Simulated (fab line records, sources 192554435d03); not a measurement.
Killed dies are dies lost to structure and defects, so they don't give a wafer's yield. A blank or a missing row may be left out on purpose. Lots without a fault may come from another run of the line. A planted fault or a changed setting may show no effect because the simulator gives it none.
Split-lot experiment | flow n5_finfet | 7 lots, 21 wafers read, on a route of 1938 steps

THE SPLIT
At N5_BEOL_M7_TRENCH_ETCH_37 (etches SiCOH lowk in C4F6/O2, target depth 93.478 nm, time 31.2 s), the setting time_s was moved away from the recipe's 31.2 s on 8 of the 21 wafers read, by -9.0% to +15.9%. The other wafers ran this setting at the recipe's value.

FROM THE SPLIT TO THE READING: what the file shows between them, 2 steps
- N5_BEOL_M7_ETCH_41: etches SiCN in CH3F/O2, target depth 31.9 nm, time 57.8 s
- N5_BEOL_M7_STRIP_80: strips in N2/H2, time 10 s

THE READING
trench_depth_nm, in nm, at N5_BEOL_M7_OCD_MEAS_38. Fault-free wafers of this fab line usually give 93.7 nm, standard deviation 2.2 nm.

wafer  | tool, chamber at the split | time_s as run, s | against the recipe | trench_depth_nm, nm | against lot-mates on the recipe
L078.1 | rie_diel-05, 2             | 31.2             | recipe             | 94.3                | -
L078.2 | rie_diel-05, 0             | 31.2             | recipe             | 93.0                | -
L078.3 | rie_diel-05, 1             | 31.2             | recipe             | 97.3                | -
L081.1 | rie_diel-01, 2             | 29.12            | -6.7%              | 86.4                | -10.3
L081.4 | rie_diel-01, 0             | 31.2             | recipe             | 96.7                | -
L081.5 | rie_diel-01, 2             | 29.12            | -6.7%              | 86.7                | -10.0
L083.3 | rie_diel-01, 1             | 28.38            | -9.0%              | 85.5                | -5.8
L083.4 | rie_diel-01, 2             | 28.38            | -9.0%              | 82.6                | -8.7
L083.6 | rie_diel-01, 2             | 31.2             | recipe             | 91.3                | -
L082.1 | rie_diel-05, 1             | 36.16            | +15.9%             | 112.3               | no lot-mate on the recipe
L082.2 | rie_diel-05, 0             | 36.16            | +15.9%             | 108.6               | no lot-mate on the recipe
L082.3 | rie_diel-05, 2             | 36.16            | +15.9%             | 109.5               | no lot-mate on the recipe
L090.1 | rie_diel-01, 2             | 31.2             | recipe             | 94.2                | -
L090.3 | rie_diel-01, 3             | 31.2             | recipe             | 93.3                | -
L090.6 | rie_diel-01, 3             | 31.2             | recipe             | 93.4                | -
L093.1 | rie_diel-05, 0             | 31.2             | recipe             | 94.1                | -
L093.4 | rie_diel-05, 2             | 29.36            | -5.9%              | 88.3                | -5.9
L093.6 | rie_diel-05, 2             | 31.2             | recipe             | 94.2                | -
L095.2 | rie_diel-05, 2             | 31.2             | recipe             | 93.2                | -
L095.3 | rie_diel-05, 3             | 31.2             | recipe             | 90.5                | -
L095.5 | rie_diel-05, 3             | 31.2             | recipe             | 90.4                | -

THE FIT
A straight line over all 21 wafers: trench_depth_nm changes by +1.04 nm for each +1% of time_s; r = +0.97; the points scatter about the line by 1.8 nm.
The same after taking each lot's own level away (the mean of its wafers on the recipe; 18 wafers): +1.03 nm for each +1%; r = +0.91; scatter 1.8 nm.
On that fit, the largest move of time_s shifts the reading by 16 nm.
The lots' own levels span 91.30 to 96.70 nm, that is 2.5 times the standard deviation above.
So the lot-to-lot level changes the slope little: the two slopes agree.
Check: with one of the wafers moved furthest among these (-9.0%) left out of the fit, the line predicts -10.9 nm for it against its lot-mates. It came out at -5.8 nm against them.

OTHER SPLITS ON THESE WAFERS
These wafers also went through other splits before the reading. Each is held against what the fit with the lots' levels taken away leaves over:
other split on the same wafers | wafers away from the commonest value | r with trench_depth_nm (lot level and that fit taken away)
N5_BEOL_M6_COAT_60 spin_rpm    | 9                                    | -0.09
N5_BEOL_M7_PECVD_70 temp_c     | 5                                    | +0.13
N5_BEOL_M7_COAT_05 spin_rpm    | 8                                    | +0.09

THE WHOLE CHAIN: every reading that the file lists as answering this split, in the file's order
step                      | what it does                                                      | reading                                                                   | change (the file's fit)              | r (the file's)
N5_BEOL_M7_TRENCH_ETCH_37 | etches SiCOH lowk in C4F6/O2, target depth 93.478 nm, time 31.2 s | etch.depth_nm (the simulator's own value, which no gauge read)            | +1.04 nm for each +1% of the setting | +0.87
N5_BEOL_M7_TRENCH_ETCH_37 | etches SiCOH lowk in C4F6/O2, target depth 93.478 nm, time 31.2 s | BEOL_M7.feature_depth_nm (the simulator's own value, which no gauge read) | +1.04 nm for each +1% of the setting | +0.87
N5_BEOL_M7_OCD_MEAS_38    |                                                                   | trench_depth_nm                                                           | +1.04 nm for each +1% of the setting | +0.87

THE FILE'S OWN FIT
trench_depth_nm changes by +1.04 nm for each +1% of time_s, r = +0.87.
